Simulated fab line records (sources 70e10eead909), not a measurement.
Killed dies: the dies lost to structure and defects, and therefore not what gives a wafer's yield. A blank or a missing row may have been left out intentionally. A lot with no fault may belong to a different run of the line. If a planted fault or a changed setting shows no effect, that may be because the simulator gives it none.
Chamber matching	flow nandHarc	NHARC_A_SGD_CUT_DESCUM_14 on rieDiel-07 has 4 sister chambers
The step chemistry O2, time 3 s. 7 wafers are shown with their chamber, then 7 later ones without.

WAFERS WITH THEIR CHAMBER
wafer	chamber	rfVppV (V)	oesProductAu (a.u.)
L977.1	3	57.9	1.003
L977.3	1	57.7	0.990
L979.2	1	56.6	0.997
L979.5	3	58.4	0.993
L979.6	2	58.2	0.991
L984.1	0	57.3	0.994
L984.2	2	56.0	0.997

WAFERS WHOSE CHAMBER IS MISSING
wafer	rfVppV (V)	oesProductAu (a.u.)
L984.3	57.5	1.001
L993.1	57.7	0.994
L993.3	58.0	1.007
L993.6	59.3	0.988
L996.1	56.7	0.997
L996.2	57.2	1.009
L996.6	57.5	0.998

WHICH CHAMBER EACH WENT THROUGH
wafer	from the rows above	in truth
L984.3	can't be placed: 3 or 0 or 2 or 1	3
L993.1	can't be placed: 0 or 1 or 2 or 3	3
L993.3	can't be placed: 3 or 0 or 2 or 1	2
L993.6	can't be placed: 3 or 0 or 1 or 2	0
L996.1	can't be placed: 2 or 1 or 0 or 3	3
L996.2	can't be placed: 3 or 0 or 2 or 1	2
L996.6	can't be placed: 3 or 0 or 2 or 1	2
Correct placement for 0 of the 7. Cannot be placed on the basis of these rows: 7; the candidates contain the true chamber in 7. Placed wrongly: 0.
How it was worked out, from the rows above alone: a wafer's distance from a chamber is the root of the sum, over the readings, of the square of ((its reading less the chamber's mean) divided by the reading's scatter). If the next closest chamber is less than 2 further off than the closest, the wafer can't be placed; otherwise it belongs to the closest. Each chamber's mean is taken over the wafers shown for it. How the scatter is found: for the shown wafers, subtract from each reading the mean of its chamber, square and add these, divide the total by (wafers less chambers), then take the root.
